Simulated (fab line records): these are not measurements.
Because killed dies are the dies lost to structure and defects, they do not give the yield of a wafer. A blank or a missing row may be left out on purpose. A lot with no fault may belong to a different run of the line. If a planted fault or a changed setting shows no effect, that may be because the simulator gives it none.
A lot that was struck, set against a sound lot | flow n5_finfet | 38 out of 1938 route steps
Sound: these wafers, L860.1, L860.4, L860.5. Struck: wafers L858.2, L858.4 (left out: L858.5, a lot-mate that was not struck); the cause follows at the end.
For every step that has rows: the tool of each side, followed by ch and its chambers, followed by its first start. Under that, the readings that differ: sound wafers | struck wafers | difference of the means | sigmas: that difference in standard deviations of wafers without a fault.
alike: readings with means less than 2 such deviations apart, plus words and numbers identical on both sides. not compared: withheld readings, readings lacking a value on some wafer, bounds such as >300 that could conceal the same value, and numbers that have no deviation in the record and whose values overlap.
The two part at a step that has a row with sigmas, a row that says differs or no value, or rows on one side only. Numbers that have no deviation but don't overlap get no sigmas and don't part them. Lack of a reading on every wafer of one side parts them only where that side has two or more wafers.

first, 8 steps without rows for these wafers: N5_BEOL_M0_ECD_118 (material Cu, target thk 300 nm); N5_BEOL_M0_ANNEAL_119 (time 90 s); N5_BEOL_M0_CMP_120 (polishes, stops on SiOC, t overpolish 6.9 s); N5_BEOL_M0_PRE_CLEAN_131 (time 15 s); N5_BEOL_M0_CO_CAP_123 (material Co, precursor CCTBA/H2, target thk 2 nm, time 102.1 s); N5_BEOL_M0_PRE_CLEAN_124 (time 15 s); N5_BEOL_M0_DEP_125 (deposits SiCN from 3MS/NH3, target thk 8 nm, time 14 s); N5_BEOL_M1_ILD_DEP_00 (deposits SiOC from DEMS/O2, target thk 79 nm, time 15.3 s).
N5_BEOL_M1_PECVD_72: deposits SiO2 from TEOS/O2, target thk 16 nm, time 18 s.
  sound on pecvd-03 ch 1,2, day 11 03:49; struck on pecvd-02 ch 2, day 10 22:33
  reading                                    | sound          | struck  | difference | sigmas
  model.SiO2_of_BEOL_M1_PECVD_72.thk_nm (nm) | 15.8 16.4 16.2 | 5.8 5.8 | -10.3      |
  alike: heater_power_w, showerhead_plenum_p_Torr, throttle_valve_pct
then, 25 steps without rows for these wafers: N5_BEOL_M1_HM_DEP_02 (deposits TiN, target thk 20 nm); N5_BEOL_M1_COAT_61 (time 60 s, resist thk 60 nm); N5_BEOL_M1_COAT_62 (time 60 s, resist thk 12 nm); N5_BEOL_M1_COAT_73 (time 60 s, resist thk 5 nm); N5_BEOL_M1_COAT_05 (resist thk 30 nm); N5_BEOL_M1_EBR_07; N5_BEOL_M1_SOFTBAKE_06 (time 60 s); N5_BEOL_M1_EXPOSE_08 (exposes mask M1); N5_BEOL_M1_PEB_09 (peb time 60 s); N5_BEOL_M1_DEVELOP_10 (develop time 30 s); N5_BEOL_M1_DESCUM_16 (chemistry O2, time 7 s); N5_BEOL_M1_ETCH_74 (etches underlayer in N2/H2, target depth 6.5 nm, time 5.2 s); N5_BEOL_M1_ETCH_63 (etches SiARC in CF4, target depth 15.6 nm, time 26 s); N5_BEOL_M1_ETCH_64 (etches SOC in N2/H2, target depth 75 nm, overetch 15 nm, time 112.5 s); N5_BEOL_M1_STRIP_65 (strips in N2/H2); N5_BEOL_M1_STRIP_75 (strips in N2/H2); N5_BEOL_M1_STRIP_66 (strips in CF4); N5_BEOL_M1_HM_OPEN_17 (chemistry Cl2/BCl3, target TiN, target depth 20 nm, overetch 6 nm); N5_BEOL_M1_STRIP_19 (strips in O2); N5_BEOL_M1_COAT_67 (time 60 s, resist thk 60 nm); N5_BEOL_M1_COAT_68 (time 60 s, resist thk 12 nm); N5_BEOL_M1_COAT_76 (time 60 s, resist thk 5 nm); N5_BEOL_M1_COAT_22 (resist thk 30 nm); N5_BEOL_M1_EBR_24; N5_BEOL_M1_SOFTBAKE_23 (time 60 s).
N5_BEOL_M1_HM_STRIP_39: strips TiN in peroxide tin strip, target depth 25 nm, time 158 s.
  sound on wet_bench-01 ch 0,4,7, day 11 22:42; struck on wet_bench-01 ch 4,6, day 11 12:44
  reading                                    | sound        | struck  | difference | sigmas
  model.SiO2_of_BEOL_M1_PECVD_72.thk_nm (nm) | 15.6 16.2 16 | 5.6 5.8 | -10.2      |
N5_BEOL_M1_CMP_52: polishes, stops on SiOC, t overpolish 6.8 s, target thk 40 nm.
  sound on cmp-01 ch 2,3, day 12 02:01; struck on cmp-01 ch 0,1, day 11 15:58
  reading                      | sound          | struck    | difference | sigmas
  barrier_field_endpoint_s (s) | 24.7 25.7 25.3 | 12.0 12.3 | -13.1      | -22
  alike: motor_current_A, platen_rpm, slurry_flow_ml_min
N5_BEOL_M4_RC_MEAS_101:
  sound on prober-02 ch 0, day 13 19:42; struck on prober-01 ch 0, day 13 12:32
  reading       | sound          | struck    | difference | sigmas
  DIBL_N (mV/V) | 35.1 34.8 34.0 | 39.2 38.0 | +4.0       | +3
  SS_N (mV/dec) | 70.8 71.4 70.8 | 73.1 72.5 | +1.8       | +3
  SS_P (mV/dec) | 72.6 73.3 72.4 | 74.0 74.1 | +1.3       | +2
  alike: DIBL_P, IOFF_N, IOFF_P, ION_N, ION_P, VT_N, VT_P
-- record jumps: 4 days separate the struck wafers' starts on either side; left off in module BEOL_M4, taken up again in module PASSIVATION, whose first shown step is the route's number 1936 --
N5_PASSIVATION_PROBE_49:
  sound on prober-01, day 18 14:58; struck on prober-01, day 17 16:30
  alike: defect_limited_yield, killed_at_M0_to_M3, killed_at_M4_up, killed_at_contacts, killed_at_front_end, killed_at_other, killed_dies, killed_open, killed_short, sort_bin_5_function, sort_bin_6_memory, sort_n_pass, sort_yield_pct

== WHERE THEY PART ==
Earliest at N5_BEOL_M1_CMP_52; latest, in this record, at N5_BEOL_M4_RC_MEAS_101. Later steps at which nothing parts them and some readings are alike: N5_PASSIVATION_PROBE_49.

WHY: the cause the simulator had injected
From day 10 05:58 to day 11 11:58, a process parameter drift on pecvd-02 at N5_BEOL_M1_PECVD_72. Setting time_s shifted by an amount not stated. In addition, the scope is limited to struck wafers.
